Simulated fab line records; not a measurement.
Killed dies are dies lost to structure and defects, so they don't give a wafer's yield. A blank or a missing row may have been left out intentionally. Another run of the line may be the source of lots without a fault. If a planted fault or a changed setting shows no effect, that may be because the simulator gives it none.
fab line records ; flow n5Finfet
record: lots: 14; wafers: 42; lastDay: 17
route steps=1938 shown BEOL_M5@1188 BEOL_M6@1205
lots that met no fault: taken from a fault-free run of the same line
startH: hours from the record's opening day to when the first of the lot's shown wafers began ; waitH: hours from the lot's prior step to this one ; " identical to the entry in the row above ; L1.1+2: a row that stands for several wafers ; - value missing, or start not given ; * or withheld: withheld ; < > ~ a bound
route shown NAME@n: names a module that has steps shown in the file, with the first one's number in the route ; usual: mean and standard deviation over wafers with no fault ; same: alike in all rows ; chamber/n: place in a boat ; sites: each site's reading ; _std_site: the values' standard deviation ; _edge_site: mean of outer sites minus mean of inner sites ; radiusMm: how far each site lies from the wafer's centre ; mask NAME#n: copy n ; behind: the most recent tool/chamber to have shaped the wafer ; hold: what put the lot on hold/how long, in hours/how the hold closed ; device: whichever transistor did not switch (one of n, p or np) ; end of line: the route-end tests of the same wafers ; for a step that has no rows: nothing shown but its recipe ; killed: dies lost to structure and defects at the first sort, not the wafer's yield ; map: the dies of a wafer, with x for killed, . for not killed, _ for no die there
set.NAME: setting as actually run; set.NAME@STEP: the setting as run at that earlier step ; model.NAME: the simulator's own value behind a step, which no gauge read
a sample of lots followed through the steps of the route, with each step as a table and each wafer as a row
services: the hour from which a tool's chamber was out of use, counted from the record's first day as startH (under 0 if before that day), plus the number of hours and why
== steps ==
step: N5_BEOL_M5_PRE_CLEAN_77
recipe: gas: NH3/H2; timeS: 15; tempC: *; rfPowerW: 300
usual: heaterPowerW: 82/12; rfFwdPowerW: 297.1/1.2
lot.wafer;tool;chamber;startH;waitH;heaterPowerW;rfFwdPowerW
L958.1;cvdCo-01;2;188.58;0.0;94;297.9
L958.3;cvdCo-01;0;188.58;0.0;63;298.0
L958.5;cvdCo-01;0;188.58;0.0;66;298.6
L959.1;cvdCo-02;2;202.98;0.0;87;296.4
L959.4;cvdCo-02;0;202.98;0.0;76;297.5
L959.5;cvdCo-02;2;202.98;0.0;88;298.7
L960.1;cvdCo-01;1;203.33;0.0;92;296.3
L960.3;cvdCo-01;0;203.33;0.0;66;299.1
L960.5;cvdCo-01;2;203.33;0.0;94;297.8
L961.1;cvdCo-01;1;210.99;0.0;93;297.0
L961.5;cvdCo-01;1;210.99;0.0;92;295.8
L961.6;cvdCo-01;0;210.99;0.0;65;298.6
L964.1;cvdCo-01;0;221.12;0.0;65;298.1
L964.3;cvdCo-01;2;221.12;0.0;98;298.5
L964.5;cvdCo-01;0;221.12;0.0;63;297.8
L963.2;cvdCo-02;0;221.34;0.0;75;296.8
L963.3;cvdCo-02;2;221.34;0.0;89;298.4
L963.6;cvdCo-02;0;221.34;0.0;76;296.6
L965.2;cvdCo-02;2;223.91;0.0;87;297.7
L965.3;cvdCo-02;0;223.91;0.0;75;298.3
L965.5;cvdCo-02;1;223.91;0.0;72;295.8
L966.2;cvdCo-02;0;235.51;0.0;75;297.0
L966.3;cvdCo-02;2;235.51;0.0;88;297.9
L966.6;cvdCo-02;2;235.51;0.0;87;297.6
L967.1;cvdCo-02;0;256.15;0.0;76;296.8
L967.5;cvdCo-02;0;256.15;0.0;76;296.0
L967.6;cvdCo-02;2;256.15;0.0;88;297.7
L973.1;cvdCo-01;2;281.01;0.0;98;297.7
L973.5;cvdCo-01;2;281.01;0.0;96;298.2
L973.6;cvdCo-01;1;281.01;0.0;91;295.6
L975.1;cvdCo-02;1;288.49;0.0;75;296.4
L975.2;cvdCo-02;0;288.49;0.0;76;297.0
L975.4;cvdCo-02;1;288.49;0.0;73;295.6
L979.4;cvdCo-01;0;315.26;0.1;66;297.2
L979.5;cvdCo-01;2;315.26;0.1;99;297.6
L979.6;cvdCo-01;1;315.26;0.1;92;296.4
L978.1;cvdCo-01;2;315.47;0.0;99;298.4
L978.2;cvdCo-01;0;315.47;0.0;65;298.3
L978.4;cvdCo-01;0;315.47;0.0;66;298.2
L980.1;cvdCo-01;0;319.57;0.0;64;298.8
L980.2;cvdCo-01;2;319.57;0.0;97;297.7
L980.6;cvdCo-01;1;319.57;0.0;94;296.2
step: N5_BEOL_M5_INSPECT_58
recipe: inspectInstrument: darkfield; mode: postDep
usual: rawDefectCount: 69/22
lot.wafer;tool;chamber;startH;waitH;rawDefectCount
L958.1;defectInspect-02;-;188.83;0.0;82
L958.3;defectInspect-02;-;188.83;0.0;68
L958.5;defectInspect-02;-;188.83;0.0;41
L959.1;defectInspect-01;-;203.26;0.0;53
L959.4;defectInspect-01;-;203.26;0.0;68
L959.5;defectInspect-01;-;203.26;0.0;39
L960.1;defectInspect-02;-;203.61;0.0;74
L960.3;defectInspect-02;-;203.61;0.0;70
L960.5;defectInspect-02;-;203.61;0.0;54
L961.1;defectInspect-01;-;211.24;0.0;44
L961.5;defectInspect-01;-;211.24;0.0;74
L961.6;defectInspect-01;-;211.24;0.0;73
L964.1;defectInspect-02;-;221.37;0.0;82
L964.3;defectInspect-02;-;221.37;0.0;55
L964.5;defectInspect-02;-;221.37;0.0;91
L963.2;defectInspect-01;-;221.59;0.0;97
L963.3;defectInspect-01;-;221.59;0.0;75
L963.6;defectInspect-01;-;221.59;0.0;64
L965.2;defectInspect-02;-;224.17;0.0;89
L965.3;defectInspect-02;-;224.17;0.0;76
L965.5;defectInspect-02;-;224.17;0.0;47
L966.2;defectInspect-01;-;235.76;0.0;63
L966.3;defectInspect-01;-;235.76;0.0;57
L966.6;defectInspect-01;-;235.76;0.0;44
L967.1;defectInspect-02;-;256.40;0.0;83
L967.5;defectInspect-02;-;256.40;0.0;62
L967.6;defectInspect-02;-;256.40;0.0;69
L973.1;defectInspect-01;-;281.29;0.0;53
L973.5;defectInspect-01;-;281.29;0.0;48
L973.6;defectInspect-01;-;281.29;0.0;47
L975.1;defectInspect-01;-;289.01;0.0;46
L975.2;defectInspect-01;-;289.01;0.0;43
L975.4;defectInspect-01;-;289.01;0.0;37
L979.4;defectInspect-02;-;315.49;0.0;62
L979.5;defectInspect-02;-;315.49;0.0;129
L979.6;defectInspect-02;-;315.49;0.0;58
L978.1;defectInspect-01;-;315.71;0.0;59
L978.2;defectInspect-01;-;315.71;0.0;78
L978.4;defectInspect-01;-;315.71;0.0;60
L980.1;defectInspect-01;-;319.82;0.0;72
L980.2;defectInspect-01;-;319.82;0.0;53
L980.6;defectInspect-01;-;319.82;0.0;80
step: N5_BEOL_M6_PEB_09
recipe: pebTempC: withheld; pebTimeS: 60; resist: CAR-ArF
usual: chillPlateTempC: 22.99/0.095; exhaustPa: 44.9/0.9
lot.wafer;tool;chamber;startH;waitH;chillPlateTempC;exhaustPa
L958.1;lithoTrack-02;0;191.50;0.1;22.95;44.9
L958.3;lithoTrack-02;0;191.50;0.1;23.05;44.0
L958.5;lithoTrack-02;0;191.50;0.1;23.25;44.8
L959.1;lithoTrack-02;0;206.05;0.1;22.85;44.6
L959.4;lithoTrack-02;0;206.05;0.1;22.79;45.0
L959.5;lithoTrack-02;0;206.05;0.1;22.86;44.6
L960.1;lithoTrack-04;0;206.21;0.1;23.07;43.5
L960.3;lithoTrack-04;0;206.21;0.1;23.07;45.0
L960.5;lithoTrack-04;0;206.21;0.1;22.95;44.8
L961.1;lithoTrack-01;0;212.41;0.1;22.90;44.6
L961.5;lithoTrack-01;0;212.41;0.1;22.90;44.9
L961.6;lithoTrack-01;0;212.41;0.1;22.99;44.0
L964.1;lithoTrack-02;0;223.58;0.1;23.10;44.4
L964.3;lithoTrack-02;0;223.58;0.1;23.13;46.2
L964.5;lithoTrack-02;0;223.58;0.1;22.91;45.7
L963.2;lithoTrack-02;0;223.75;0.0;22.93;44.5
L963.3;lithoTrack-02;0;223.75;0.0;22.80;45.8
L963.6;lithoTrack-02;0;223.75;0.0;22.96;46.5
L965.2;lithoTrack-01;0;226.56;0.0;23.07;43.7
L965.3;lithoTrack-01;0;226.56;0.0;22.90;44.3
L965.5;lithoTrack-01;0;226.56;0.0;23.03;44.5
L966.2;lithoTrack-02;0;237.05;0.0;22.97;47.0
L966.3;lithoTrack-02;0;237.05;0.0;23.02;45.3
L966.6;lithoTrack-02;0;237.05;0.0;23.00;44.8
L967.1;lithoTrack-02;0;260.17;0.1;22.94;46.1
L967.5;lithoTrack-02;0;260.17;0.1;23.01;46.0
L967.6;lithoTrack-02;0;260.17;0.1;22.93;44.6
L973.1;lithoTrack-04;-;282.95;0.1;-;-
L973.5;lithoTrack-04;-;282.95;0.1;-;-
L973.6;lithoTrack-04;-;282.95;0.1;-;-
L975.1;lithoTrack-01;-;292.11;0.1;-;-
L975.2;lithoTrack-01;-;292.11;0.1;-;-
L975.4;lithoTrack-01;-;292.11;0.1;-;-
L979.4;lithoTrack-01;0;317.88;0.0;22.99;45.9
L979.5;lithoTrack-01;0;317.88;0.0;22.85;45.3
L979.6;lithoTrack-01;0;317.88;0.0;23.03;46.2
L978.1;lithoTrack-01;0;318.10;0.1;22.92;45.0
L978.2;lithoTrack-01;0;318.10;0.1;22.96;44.9
L978.4;lithoTrack-01;0;318.10;0.1;22.93;44.9
L980.1;lithoTrack-04;0;322.11;0.1;23.02;45.3
L980.2;lithoTrack-04;0;322.11;0.1;23.01;46.1
L980.6;lithoTrack-04;0;322.11;0.1;23.02;45.8
step: N5_BEOL_M6_ETCH_62
recipe: chemistry: N2/H2; target: SOC; targetDepthA: 1100; overetchA: 220; maskMaterial: SiARC; tempC: 40; timeS: 165; ionEnergyEv: 200; pressureMtorr: 30; sourceW: 840; biasW: 150; n2FlowSccm: 200; h2FlowSccm: 200
usual: drypumpMotorCurrentA: 5.6/0.49; oesProductAu: 0.66/0.069; rfFwdPowerW: 837.1/2.3; rfVppV: 524.4/2.2; showerheadPlenumPTorr: 2.56/0.079; throttleValvePct: 17.86/0.24
lot.wafer;tool;chamber;startH;waitH;drypumpMotorCurrentA;oesProductAu;rfFwdPowerW;rfHoursCounterH;rfVppV;showerheadPlenumPTorr;throttleValvePct
L958.1;rieDiel-06;2;192.32;0.0;6.6;0.59;837.6;231;525.9;2.60;17.87
L958.3;rieDiel-06;1;192.32;0.0;5.2;0.63;837.8;153;524.0;2.53;17.57
L958.5;rieDiel-06;1;192.32;0.0;5.2;0.63;835.6;-;523.0;2.53;17.55
L959.1;rieDiel-01;3;206.39;0.0;5.3;0.60;838.0;215;525.7;2.61;18.21
L959.4;rieDiel-01;0;206.39;0.0;5.1;0.70;836.4;72;522.1;2.45;17.66
L959.5;rieDiel-01;3;206.39;0.0;5.3;0.60;838.1;-;525.4;2.61;18.18
L960.1;rieDiel-05;1;206.46;0.0;5.8;0.66;840.7;106;528.0;2.67;18.00
L960.3;rieDiel-05;0;206.46;0.0;6.6;0.58;836.0;248;523.6;2.50;17.92
L960.5;rieDiel-05;2;206.46;0.0;5.1;0.59;836.7;-;524.6;2.63;18.12
L961.1;rieDiel-05;2;212.65;0.0;5.1;0.58;836.4;230;527.3;2.63;18.13
L961.5;rieDiel-05;2;212.65;0.0;5.1;0.58;837.5;-;526.1;2.62;18.12
L961.6;rieDiel-05;3;212.65;0.0;5.7;0.70;838.9;-;527.4;2.68;17.49
L964.1;rieDiel-01;0;223.84;0.0;5.1;0.70;841.3;77;521.4;2.45;17.68
L964.3;rieDiel-01;3;223.84;0.0;5.2;0.60;837.1;220;526.3;2.60;18.20
L964.5;rieDiel-01;3;223.84;0.0;5.2;0.60;837.1;-;525.3;2.60;18.21
L963.2;rieDiel-05;3;224.00;0.0;5.7;0.70;843.3;65;528.5;2.68;17.49
L963.3;rieDiel-05;2;224.00;0.0;5.2;0.58;839.4;234;525.6;2.62;18.13
L963.6;rieDiel-05;2;224.00;0.0;5.1;0.58;835.1;-;524.8;2.62;18.15
L965.2;rieDiel-01;0;226.84;0.0;5.1;0.69;837.6;78;521.4;2.45;17.66
L965.3;rieDiel-01;1;226.84;0.0;6.0;0.77;832.0;24;521.4;2.49;17.71
L965.5;rieDiel-01;1;226.84;0.0;5.9;0.77;837.7;-;522.3;2.49;17.70
L966.2;rieDiel-05;1;237.30;0.0;5.7;0.66;835.7;119;526.2;2.66;18.01
L966.3;rieDiel-05;2;237.30;0.0;5.1;0.58;838.8;241;523.8;2.62;18.14
L966.6;rieDiel-05;1;237.30;0.0;5.8;0.65;838.7;-;527.9;2.66;18.01
L967.1;rieDiel-06;1;260.42;0.0;5.1;0.62;835.6;177;523.6;2.52;17.61
L967.5;rieDiel-06;1;260.42;0.0;5.1;0.62;840.8;-;522.5;2.52;17.62
L967.6;rieDiel-06;0;260.42;0.0;4.9;0.68;836.4;-;521.1;2.47;17.80
L973.1;rieDiel-06;1;283.20;0.0;5.2;0.62;837.0;186;525.2;2.52;17.63
L973.5;rieDiel-06;1;283.20;0.0;5.2;0.62;834.0;-;524.1;2.52;17.62
L973.6;rieDiel-06;2;283.20;0.0;6.6;0.82;839.4;-;525.3;2.59;17.51
L975.1;rieDiel-06;3;292.66;0.0;5.8;0.59;836.6;202;523.6;2.52;18.09
L975.2;rieDiel-06;1;292.66;0.0;5.2;0.62;836.8;190;525.1;2.52;17.63
L975.4;rieDiel-06;0;292.66;0.0;4.9;0.68;837.8;86;521.3;2.47;17.84
L979.4;rieDiel-01;0;318.19;0.1;5.2;0.66;837.8;-;522.2;2.43;17.75
L979.5;rieDiel-01;1;318.19;0.1;5.9;0.72;837.5;-;522.3;2.47;17.74
L979.6;rieDiel-01;2;318.19;0.1;6.1;0.60;839.4;-;525.3;2.62;18.16
L978.1;rieDiel-01;0;318.45;0.0;5.1;0.66;838.4;111;523.1;2.43;17.74
L978.2;rieDiel-01;1;318.45;0.0;5.9;0.72;834.1;57;521.7;2.47;17.75
L978.4;rieDiel-01;2;318.45;0.0;6.1;0.59;832.2;-;526.0;2.62;18.16
L980.1;rieDiel-01;1;323.12;0.0;5.9;0.73;836.1;60;521.8;2.47;17.76
L980.2;rieDiel-01;0;323.12;0.0;5.2;0.65;832.9;114;522.4;2.43;17.74
L980.6;rieDiel-01;2;323.12;0.0;6.1;0.59;838.9;-;525.3;2.62;18.16
== services ==
tool;chamber;startH;hours;kind
rieDiel-01;1;194.65;3.8;repair
rieDiel-05;1;208.51;1.2;repair
cvdCo-02;-;209.75;6.0;pm
rieDiel-05;0;212.49;-;clean
rieDiel-05;0;212.49;-;consumableReplace:focusRing
rieDiel-05;0;212.49;26.6;scheduledDown
rieDiel-05;0;212.49;26.6;ventCycle
rieDiel-06;-;229.49;2.8;pm
rieDiel-06;2;245.69;-;clean
rieDiel-06;2;245.69;-;consumableReplace:focusRing
rieDiel-06;2;245.69;18.1;scheduledDown
rieDiel-06;2;245.69;18.1;ventCycle
rieDiel-05;1;251.98;3.1;repair
cvdCo-02;-;258.29;2.3;repair
rieDiel-05;2;263.06;-;clean
rieDiel-05;2;263.06;-;consumableReplace:focusRing
cvdCo-02;-;276.57;2.8;pm
rieDiel-01;2;285.88;1.5;repair
rieDiel-01;0;288.34;2.1;repair
rieDiel-01;3;305.54;-;clean
rieDiel-01;3;305.54;-;consumableReplace:focusRing
rieDiel-01;3;305.54;19.3;scheduledDown
rieDiel-01;3;305.54;19.3;ventCycle
cvdCo-02;1;306.79;15.7;repair
== key ==
firstSign: step: N5_BEOL_M6_PEB_09; reading: toolRecord; direction: missing
effect none on later readings
metAt N5_BEOL_M6_PEB_09
struckLots L973,L975
laterRowsLeftOut L973.1,L973.5,L973.6,L975.1,L975.2,L975.4
sortLeftOut L973.1,L973.5,L973.6,L975.1,L975.2,L975.4
notActingAt N5_BEOL_M5_PRE_CLEAN_77,N5_BEOL_M5_INSPECT_58,N5_BEOL_M6_ETCH_62
onsetBetween 226.56 282.95
fault: kind: skippedStepWhole; tool: lithoTrack-01,lithoTrack-04; chamber: -; onsetH: 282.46; steps: N5_BEOL_M6_PEB_09; scope: struckLotsOnly
sortLeftOut: the simulated sort isn't trusted on such a fault, so these wafers' sort isn't shown, and their yield isn't known
laterRowsLeftOut: the simulator's readings of these wafers behind a module that went badly wrong aren't trusted and aren't shown, but for the sort
